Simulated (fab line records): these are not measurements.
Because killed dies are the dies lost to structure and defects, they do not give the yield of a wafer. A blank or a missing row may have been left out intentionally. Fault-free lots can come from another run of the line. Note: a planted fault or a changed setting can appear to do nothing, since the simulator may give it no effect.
Split-lot study | flow n5 finfet | route with 1938 steps; 7 lots, 21 wafers read

THE SPLIT
At N5_BEOL_M12_COAT_65 (time 60 s, resist thk 300 nm), the setting spin rpm was moved away from the recipe's 1500 rpm on 4 of the 21 wafers read, by -10.7% to +7.3%. All remaining wafers had this setting at the recipe value.

The split's own step is where the reading is taken.

THE READING
SOC_of_BEOL_M12_COAT_65.thk nm (the simulator's own value, which no gauge read), in nm, at N5_BEOL_M12_COAT_65 (time 60 s, resist thk 300 nm). There is no usual value for it anywhere in the file. The 17 wafers here that ran the recipe average 300.0 nm, standard deviation 0.81 nm.

wafer  | tool, chamber at the split | spin rpm as run, rpm | against the recipe | SOC_of_BEOL_M12_COAT_65.thk nm, nm | against lot-mates on the recipe
L075.1 | litho track-02, 0          | 1500                 | recipe             | 299.8                              | -
L075.2 | litho track-02, 0          | 1500                 | recipe             | 301.4                              | -
L075.3 | litho track-02, 0          | 1400                 | -6.7%              | 310.4                              | +9.8
L076.2 | litho track-05, 0          | 1500                 | recipe             | 300.8                              | -
L076.4 | litho track-05, 0          | 1500                 | recipe             | 299.4                              | -
L076.6 | litho track-05, 0          | 1500                 | recipe             | 299.4                              | -
L081.2 | litho track-01, 0          | 1500                 | recipe             | 299                                | -
L081.3 | litho track-01, 0          | 1500                 | recipe             | 300.2                              | -
L081.6 | litho track-01, 0          | 1500                 | recipe             | 300.2                              | -
L086.1 | litho track-05, 0          | 1500                 | recipe             | 300                                | -
L086.3 | litho track-05, 0          | 1500                 | recipe             | 300.2                              | -
L086.5 | litho track-05, 0          | 1500                 | recipe             | 299.8                              | -
L087.3 | litho track-01, 0          | 1500                 | recipe             | 297.8                              | -
L087.4 | litho track-01, 0          | 1340                 | -10.7%             | 315.8                              | +17.1
L087.5 | litho track-01, 0          | 1500                 | recipe             | 299.6                              | -
L091.2 | litho track-05, 0          | 1609                 | +7.3%              | 289.4                              | -10.8
L091.3 | litho track-05, 0          | 1500                 | recipe             | 300.2                              | -
L091.4 | litho track-05, 0          | 1609                 | +7.3%              | 289.8                              | -10.4
L092.1 | litho track-05, 0          | 1500                 | recipe             | 300.4                              | -
L092.4 | litho track-05, 0          | 1500                 | recipe             | 301                                | -
L092.6 | litho track-05, 0          | 1500                 | recipe             | 300.6                              | -

FIT RESULTS
A straight line over all 21 wafers: SOC_of_BEOL_M12_COAT_65.thk nm changes by -1.47 nm for each +1% of spin rpm; r = -0.99; the points scatter about the line by 0.78 nm.
The same after taking each lot's own level away (the mean of its wafers on the recipe; 21 wafers): -1.52 nm for each +1%; r = -0.99; scatter 0.59 nm.
That fit puts the effect of the largest move of spin rpm on the reading at 16 nm.
Across the lots, their own levels run from 298.70 to 300.67 nm, a range of 2.4 times the standard deviation given above.
The two slopes agree, so the slope changes little with the lot-to-lot level.
Check: +15.6 nm against its lot-mates is what the line predicts for one of the wafers moved furthest among these (-10.7%) when that wafer is left out of the fit. Against them it came out at +17.1 nm.

ADDITIONAL SPLITS CARRIED BY THESE WAFERS
These wafers also went through other splits before the reading. Each is held against what the fit with the lots' levels taken away leaves over:
other split on the same wafers    | wafers away from the commonest value | r with SOC_of_BEOL_M12_COAT_65.thk nm (lot level and that fit taken away)
N5_BEOL_M10_PEB_26 peb time s     | 9                                    | -0.19
N5_BEOL_M11_ETCH_66 time s        | 7                                    | +0.27
N5_BEOL_M11_TRENCH_ETCH_37 bias w | 8                                    | +0.12

THE FILE'S OWN FIT
SOC_of_BEOL_M12_COAT_65.thk nm changes by -1.54 nm for each +1% of spin rpm, r = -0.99.
